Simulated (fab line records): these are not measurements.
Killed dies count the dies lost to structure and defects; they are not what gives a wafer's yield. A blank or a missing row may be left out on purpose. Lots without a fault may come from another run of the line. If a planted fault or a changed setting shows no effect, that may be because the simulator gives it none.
fab line records | flow n5_finfet
record lots=12 | wafers=36 | last_day=18
route steps=1938 shown BEOL_M13@1698 BEOL_M14@1718
lots that met no fault: from a run of the same line without faults
start_h: start of the lot's first displayed wafer, in hours after the record's first day | wait_h: time in hours since the lot's previous step | " same as the row above | L1.1+2: one row covering several wafers at once | - value missing, or start not given | * or withheld: withheld | < > ~ a bound
route shown NAME@n: a module of which the file shows steps, and the number in the route of the first | usual: mean/standard deviation of fault-free wafers | same: alike in all rows | chamber/n: place in a boat | sites: per-site readings | _std_site: their standard deviation | _edge_site: inner sites' mean taken away from outer sites' mean | radius_mm: for every site, how far away it sits from the centre of the wafer | mask NAME#n: copy n | behind: the last tool/chamber to shape the wafer | hold: what put the lot on hold/how long, in hours/how the hold closed | device: the n, p or np transistor that did not switch | end of line: at the end of the route, the tests of the same wafers | step lacking rows: just its recipe | killed: at the first sort, the dies lost to defects and structure; wafer yield is something else | map: shows each die of a wafer: x if killed, . if not, _ if none is there
set.NAME: the setting as run; set.NAME@STEP: as run at that earlier step | model.NAME: the simulator's own value behind a step, which no gauge read
steps of the route over a sample of lots; a table a step, a row a wafer
services: from which hour (start_h, from the record's first day; less than 0 if before it) a tool's chamber was out of use, for how many hours, and why
## steps
# step N5_BEOL_M13_OCD_MEAS_35
# usual trench_depth_nm=415/5.5
lot.wafer | tool   | chamber | start_h | wait_h | trench_depth_nm
L853.3    | ocd-01 | -       | 238.15  | 0.0    | 412
L853.4    | "      | -       | "       | "      | 410
L853.6    | "      | -       | "       | "      | 413
L854.1    | ocd-01 | -       | 254.62  | 0.0    | 413
L854.3    | "      | -       | "       | "      | 411
L854.5    | "      | -       | "       | "      | 408
L855.3    | ocd-01 | -       | 261.17  | 0.0    | 411
L855.5    | "      | -       | "       | "      | 416
L855.6    | "      | -       | "       | "      | 405
L856.1    | ocd-02 | -       | 263.45  | 0.0    | 416
L856.2    | "      | -       | "       | "      | 413
L856.6    | "      | -       | "       | "      | 419
L861.4    | ocd-01 | -       | 300.78  | 0.0    | 412
L861.5    | "      | -       | "       | "      | 421
L861.6    | "      | -       | "       | "      | 416
L858.2    | ocd-01 | -       | 328.22  | 0.0    | 421
L858.3    | "      | -       | "       | "      | 413
L858.6    | "      | -       | "       | "      | 422
L867.1    | ocd-01 | -       | 357.39  | 0.0    | 408
L867.3    | "      | -       | "       | "      | 409
L867.6    | "      | -       | "       | "      | 411
L868.3    | ocd-01 | -       | 357.97  | 0.0    | 416
L868.4    | "      | -       | "       | "      | 418
L868.6    | "      | -       | "       | "      | 415
L870.2    | ocd-02 | -       | 372.69  | 0.0    | 423
L870.4    | "      | -       | "       | "      | 417
L870.5    | "      | -       | "       | "      | 422
L873.3    | ocd-02 | -       | 398.95  | 0.0    | 423
L873.4    | "      | -       | "       | "      | 429
L873.5    | "      | -       | "       | "      | 424
L874.2    | ocd-02 | -       | 401.56  | 0.0    | 413
L874.3    | "      | -       | "       | "      | 422
L874.5    | "      | -       | "       | "      | 423
L876.2    | ocd-02 | -       | 403.47  | 0.0    | 414
L876.3    | "      | -       | "       | "      | 417
L876.5    | "      | -       | "       | "      | 423
# step N5_BEOL_M13_DEP_53
# recipe material=SiCN | target_thk_a=500 | temp_c=withheld | precursor=3MS/NH3 | pressure_torr=3 | rf_w=675 | time_s=17.8
# usual showerhead_plenum_p_Torr=4.167/0.026 | throttle_valve_pct=17.6/0.82
lot.wafer | tool     | chamber | start_h | wait_h | showerhead_plenum_p_Torr | throttle_valve_pct
L853.3    | pecvd-03 | 2       | 242.37  | 0.0    | 4.154                    | 16.8
L853.4    | "        | 2       | "       | "      | 4.158                    | 17.1
L853.6    | "        | 1       | "       | "      | 4.123                    | 18.0
L854.1    | pecvd-02 | 2       | 260.82  | 0.0    | 4.185                    | 16.3
L854.3    | "        | 1       | "       | "      | 4.119                    | 18.0
L854.5    | "        | 2       | "       | "      | 4.181                    | 16.0
L855.3    | pecvd-02 | 0       | 264.93  | 0.0    | 4.156                    | 19.0
L855.5    | "        | 1       | "       | "      | 4.128                    | 17.9
L855.6    | "        | 2       | "       | "      | 4.192                    | 16.1
L856.1    | pecvd-02 | 2       | 267.21  | 0.0    | 4.194                    | 16.4
L856.2    | "        | 1       | "       | "      | 4.120                    | 17.9
L856.6    | "        | 2       | "       | "      | 4.172                    | 16.4
L861.4    | pecvd-04 | 0       | 305.21  | 0.0    | 4.187                    | 17.2
L861.5    | "        | 1       | "       | "      | 4.176                    | 18.6
L861.6    | "        | 2       | "       | "      | 4.174                    | 16.8
L858.2    | pecvd-04 | 1       | 334.59  | 0.0    | 4.180                    | 18.6
L858.3    | "        | 0       | "       | "      | 4.191                    | 17.1
L858.6    | "        | 0       | "       | "      | 4.196                    | 17.0
L867.1    | pecvd-04 | 2       | 361.29  | 0.0    | 4.170                    | 17.0
L867.3    | "        | 0       | "       | "      | 4.193                    | 17.2
L867.6    | "        | 2       | "       | "      | 4.168                    | 17.1
L868.3    | pecvd-02 | 0       | 370.64  | 0.0    | 4.160                    | 19.1
L868.4    | "        | 1       | "       | "      | 4.135                    | 18.1
L868.6    | "        | 2       | "       | "      | 4.182                    | 16.3
L870.2    | pecvd-04 | 2       | 375.27  | 0.0    | 4.169                    | 17.3
L870.4    | "        | 1       | "       | "      | 4.171                    | 18.6
L870.5    | "        | 2       | "       | "      | 4.165                    | 17.0
L873.3    | pecvd-02 | 2       | 401.57  | 0.0    | 4.187                    | 16.8
L873.4    | "        | 0       | "       | "      | 4.159                    | 18.9
L873.5    | "        | 0       | "       | "      | 4.143                    | 18.8
L874.2    | pecvd-04 | 2       | 404.15  | 0.0    | 4.164                    | 17.2
L874.3    | "        | 0       | "       | "      | 4.193                    | 17.1
L874.5    | "        | 1       | "       | "      | 4.176                    | 18.6
L876.2    | pecvd-04 | 2       | 405.83  | 0.0    | 4.175                    | 17.3
L876.3    | "        | 0       | "       | "      | 4.190                    | 17.3
L876.5    | "        | 2       | "       | "      | 4.169                    | 17.0
# step N5_BEOL_M13_RS_MEAS_54
# recipe thk_meas_gauge=four-point-probe | reads=Cu_of_BEOL_M13_ECD_47+Ta_of_BEOL_M13_SPUTTER_44+TaN_of_BEOL_M13_SPUTTER_43
# usual M13_RS=0.0447/0.00062
lot.wafer | tool          | chamber | start_h | wait_h | M13_RS[ohm/sq]
L853.3    | film_metro-01 | -       | 242.44  | 0.1    | 0.0450
L853.4    | "             | -       | "       | "      | 0.0452
L853.6    | "             | -       | "       | "      | 0.0450
L854.1    | film_metro-01 | -       | 260.89  | 0.0    | 0.0451
L854.3    | "             | -       | "       | "      | 0.0452
L854.5    | "             | -       | "       | "      | 0.0457
L855.3    | film_metro-02 | -       | 265.00  | 0.1    | 0.0451
L855.5    | "             | -       | "       | "      | 0.0446
L855.6    | "             | -       | "       | "      | 0.0457
L856.1    | film_metro-01 | -       | 267.28  | 0.0    | 0.0447
L856.2    | "             | -       | "       | "      | 0.0447
L856.6    | "             | -       | "       | "      | 0.0442
L861.4    | film_metro-02 | -       | 305.26  | 0.0    | 0.0447
L861.5    | "             | -       | "       | "      | 0.0438
L861.6    | "             | -       | "       | "      | 0.0446
L858.2    | film_metro-01 | -       | 334.66  | 0.1    | 0.0442
L858.3    | "             | -       | "       | "      | 0.0452
L858.6    | "             | -       | "       | "      | 0.0440
L867.1    | film_metro-02 | -       | 361.35  | 0.0    | 0.0455
L867.3    | "             | -       | "       | "      | 0.0454
L867.6    | "             | -       | "       | "      | 0.0452
L868.3    | film_metro-01 | -       | 370.71  | 0.1    | 0.0448
L868.4    | "             | -       | "       | "      | 0.0446
L868.6    | "             | -       | "       | "      | 0.0448
L870.2    | film_metro-02 | -       | 375.33  | 0.1    | 0.0441
L870.4    | "             | -       | "       | "      | 0.0446
L870.5    | "             | -       | "       | "      | 0.0443
L873.3    | film_metro-02 | -       | 401.64  | 0.1    | 0.0440
L873.4    | "             | -       | "       | "      | 0.0432
L873.5    | "             | -       | "       | "      | 0.0439
L874.2    | film_metro-01 | -       | 404.21  | 0.1    | 0.0450
L874.3    | "             | -       | "       | "      | 0.0439
L874.5    | "             | -       | "       | "      | 0.0438
L876.2    | film_metro-01 | -       | 405.91  | 0.1    | 0.0449
L876.3    | "             | -       | "       | "      | 0.0443
L876.5    | "             | -       | "       | "      | 0.0437
# step N5_BEOL_M14_COAT_58
# recipe resist=BARC | temp_c=205 | time_s=60 | spin_rpm=1500 | resist_thk_nm=89
# usual chill_plate_temp_C=22.99/0.094 | exhaust_pa=45.0/0.87 | plate_temp_C=205.01/0.15 | spin_speed_rpm=1500.0/1.2
lot.wafer | tool           | chamber | start_h | wait_h | chill_plate_temp_C | exhaust_pa | plate_temp_C | spin_speed_rpm
L853.3    | litho_track-03 | 0       | 242.80  | 0.0    | 23.00              | 43.1       | 205.09       | 1498.9
L853.4    | "              | 0       | "       | "      | 22.89              | 44.3       | 205.11       | 1500.2
L853.6    | "              | 0       | "       | "      | 22.95              | 44.4       | 205.32       | 1500.7
L854.1    | litho_track-01 | 0       | 261.17  | 0.0    | 23.13              | 46.1       | 205.06       | 1501.1
L854.3    | "              | 0       | "       | "      | 23.07              | 46.0       | 204.90       | 1500.5
L854.5    | "              | 0       | "       | "      | 22.99              | 45.7       | 205.04       | 1499.0
L855.3    | litho_track-01 | 0       | 265.29  | 0.0    | 23.05              | 45.6       | 205.21       | 1501.9
L855.5    | "              | 0       | "       | "      | 23.00              | 46.1       | 204.89       | 1502.3
L855.6    | "              | 0       | "       | "      | 22.84              | 45.4       | 204.87       | 1501.2
L856.1    | litho_track-03 | 0       | 267.56  | 0.0    | 23.02              | 46.5       | 204.68       | 1499.4
L856.2    | "              | 0       | "       | "      | 22.99              | 44.2       | 204.90       | 1500.8
L856.6    | "              | 0       | "       | "      | 22.94              | 44.8       | 204.95       | 1501.8
L861.4    | litho_track-01 | 0       | 305.55  | 0.0    | 22.92              | 42.8       | 204.98       | 1669.0
L861.5    | "              | 0       | "       | "      | 23.04              | 44.5       | 204.96       | 1666.9
L861.6    | "              | 0       | "       | "      | 22.99              | 44.1       | 205.14       | 1668.5
L858.2    | litho_track-01 | 0       | 334.94  | 0.0    | 22.86              | 46.2       | 205.02       | 1670.9
L858.3    | "              | 0       | "       | "      | 22.85              | 46.8       | 205.03       | 1671.9
L858.6    | "              | 0       | "       | "      | 22.85              | 45.2       | 205.04       | 1669.7
L867.1    | litho_track-02 | 0       | 361.64  | 0.0    | 22.94              | 45.7       | 204.83       | 1499.4
L867.3    | "              | 0       | "       | "      | 22.90              | 45.4       | 204.65       | 1500.0
L867.6    | "              | 0       | "       | "      | 23.01              | 45.0       | 204.84       | 1499.7
L868.3    | litho_track-03 | 0       | 370.99  | 0.0    | 22.95              | 44.4       | 205.06       | 1498.7
L868.4    | "              | 0       | "       | "      | 22.88              | 44.0       | 204.82       | 1501.2
L868.6    | "              | 0       | "       | "      | 23.05              | 44.1       | 205.19       | 1501.0
L870.2    | litho_track-03 | 0       | 375.62  | 0.0    | 22.84              | 44.8       | 204.95       | 1500.0
L870.4    | "              | 0       | "       | "      | 22.77              | 45.7       | 205.08       | 1499.2
L870.5    | "              | 0       | "       | "      | 22.87              | 45.5       | 205.07       | 1500.1
L873.3    | litho_track-03 | 0       | 401.92  | 0.0    | 23.10              | 45.3       | 205.00       | 1501.0
L873.4    | "              | 0       | "       | "      | 23.13              | 44.7       | 204.99       | 1499.9
L873.5    | "              | 0       | "       | "      | 23.09              | 44.5       | 204.93       | 1499.5
L874.2    | litho_track-01 | 0       | 404.50  | 0.0    | 23.08              | 45.0       | 204.93       | 1502.2
L874.3    | "              | 0       | "       | "      | 22.98              | 44.5       | 205.03       | 1497.0
L874.5    | "              | 0       | "       | "      | 23.05              | 46.2       | 204.88       | 1499.2
L876.2    | litho_track-01 | 0       | 406.19  | 0.0    | 22.83              | 46.2       | 205.01       | 1498.7
L876.3    | "              | 0       | "       | "      | 22.84              | 45.8       | 205.00       | 1502.8
L876.5    | "              | 0       | "       | "      | 23.01              | 46.9       | 204.98       | 1498.9
## services
tool           | chamber | start_h | hours | kind
pecvd-04       | 2       | 233.81  | 14.8  | repair
pecvd-04       | -       | 237.05  | 0.8   | repair
pecvd-03       | -       | 255.45  | 3.2   | repair
pecvd-03       | 0       | 264.70  | 12.5  | repair
pecvd-04       | -       | 264.72  | 2.1   | repair
pecvd-02       | 2       | 268.35  | 5.5   | scheduled_down
pecvd-03       | 0       | 286.79  | 6.2   | repair
pecvd-03       | 1       | 289.53  | 4.4   | repair
litho_track-01 | -       | 318.61  | -     | consumable_replace:filter
litho_track-01 | -       | 334.31  | -     | consumable_replace:filter
litho_track-03 | -       | 364.35  | -     | consumable_replace:filter
pecvd-02       | 1       | 383.62  | -     | clean
pecvd-02       | 1       | 383.62  | -     | consumable_replace:showerhead
pecvd-02       | 1       | 383.62  | 29.0  | scheduled_down
pecvd-02       | 1       | 383.62  | 29.0  | vent_cycle
pecvd-02       | -       | 385.94  | 0.4   | repair
## key
first_sign step=N5_BEOL_M14_COAT_58 | reading=spin_speed_rpm | direction=up | sigmas=99+ | usual=* | struck=*
effect none on later readings
met_at N5_BEOL_M14_COAT_58
struck_lots L858,L861
not_acting_at N5_BEOL_M13_OCD_MEAS_35,N5_BEOL_M13_DEP_53,N5_BEOL_M13_RS_MEAS_54
onset_between 265.29 305.55
fault kind=process_parameter_drift | tool=litho_track-01 | chamber=- | onset_h=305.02 | steps=N5_BEOL_M14_COAT_58 | channel=spin_rpm | offset=* | shape=step | end_h=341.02 | acts_in=* | stated=*
